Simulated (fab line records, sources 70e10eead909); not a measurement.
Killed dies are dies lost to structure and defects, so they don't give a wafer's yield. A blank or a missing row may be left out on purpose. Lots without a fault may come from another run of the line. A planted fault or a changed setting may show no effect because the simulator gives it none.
Problem report in the 8D (eight disciplines) form, filled by code | flow nand_harc | the parts of the form that need people (team, actions taken, sign-off) are left out

1. THE PROBLEM
time_to_endpoint_s at NHARC_A_CHANNEL_FILL_D1_CMP_10 reads a mean of 24.9 s on 1 wafer of 1 lot; wafers without a fault read 15.0 s with a standard deviation of 2.2. That is +4.5 standard deviations from the usual mean.
The step: polishes, target thk 150 nm.
First seen on wafer L113.3, day 14 05:57, on cmp-02. The record holds 36 wafers of 12 lots with a number at this step. Rule for "out", or "out of limits": more than 4 standard deviations from the usual mean. The other wafers with a number count as sound.

2. WHAT IT IS AND WHAT IT IS NOT
question                    | is                 | is not
which readings at this step | time_to_endpoint_s | motor_current_A, pad_life_wafers, slurry_filter_dp_kPa
which lots                  | L113               | L107, L109, L110, L121, L122, L124, L125, L126, L127, L128, L129
which wafers of those lots  | L113.3             | L113.2, L113.5
read on which tools         | cmp-02             | cmp-01, cmp-04
when                        | from day 14 05:57  | up to then (11 sound wafers); but 24 sound wafers of L121, L122, L124, L125, L126, L127, L128, L129 came after

3. SUSPECTS, AND WHAT RULES EACH OUT
Counting: a tool at a process step up to the reading stays a suspect if it ran every lot that is out. Sound lots after the first of them don't rule it out here, since some wafers of a struck lot are sound.
- rie_diel-12 at NHARC_A_CHANNEL_HOLE_D1_STRIP_27 (strips in O2): kept. It ran the lot that is out, L113 (day 14 05:57); its last sound lot up to then is L109 (day 11 19:04). NHARC_A_CHANNEL_HOLE_D1_STRIP_27 gives no start for some lots, so the hours and the order of its lots are those of NHARC_A_CHANNEL_FILL_D1_CMP_10.
- cmp-02 at NHARC_A_CHANNEL_FILL_D1_CMP_10 (polishes, target thk 150 nm): kept. It ran the lot that is out, L113 (day 14 05:57); its last sound lot up to then is L110 (day 11 19:01). Its own readings are out on those wafers: time_to_endpoint_s.
- Within rie_diel-12 at NHARC_A_CHANNEL_HOLE_D1_STRIP_27: the wafers that are out ran in chamber 2; their sound lot-mates ran in chamber 0.
- Within cmp-02 at NHARC_A_CHANNEL_FILL_D1_CMP_10: the wafers that are out ran in chamber 2; their sound lot-mates ran in chamber 3.
Left after counting: rie_diel-12 at NHARC_A_CHANNEL_HOLE_D1_STRIP_27, cmp-02 at NHARC_A_CHANNEL_FILL_D1_CMP_10.

4. THE CAUSE (what the simulator had put in)
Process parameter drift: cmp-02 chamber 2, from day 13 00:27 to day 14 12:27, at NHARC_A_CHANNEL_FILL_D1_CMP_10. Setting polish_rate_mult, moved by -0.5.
Counting left 2 suspects, and this tool is among them.

5. THE CHAIN OF EFFECTS, in route order
Each row: a reading whose mean over the struck wafers that have a number lies more than 3 standard deviations from the usual. Only readings for which the record gives a usual standard deviation are gone through. hours: the time from each lot's start at the first step in this table that gives one to its start at this step, as a median over the lots. sigmas: the change in usual standard deviations.
hours | step                           | reading            | usual  | on struck wafers | change | sigmas
0     | NHARC_A_CHANNEL_FILL_D1_CMP_10 | time_to_endpoint_s | 15.0 s | 24.9             | +9.9   | +4.5
The process steps in it:
- NHARC_A_CHANNEL_FILL_D1_CMP_10: polishes, target thk 150 nm.
Later measuring or inspecting steps at which every struck wafer that the step has a row for has a number for every such reading, and none has moved that far: NHARC_A_DECK1_JOINT_THK_MEAS_14, NHARC_END_SORT_01.

6. WHAT WOULD HAVE CAUGHT IT SOONER
In this record the first reading out of limits was taken at day 14 05:57, 30 hours after the fault began at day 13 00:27.
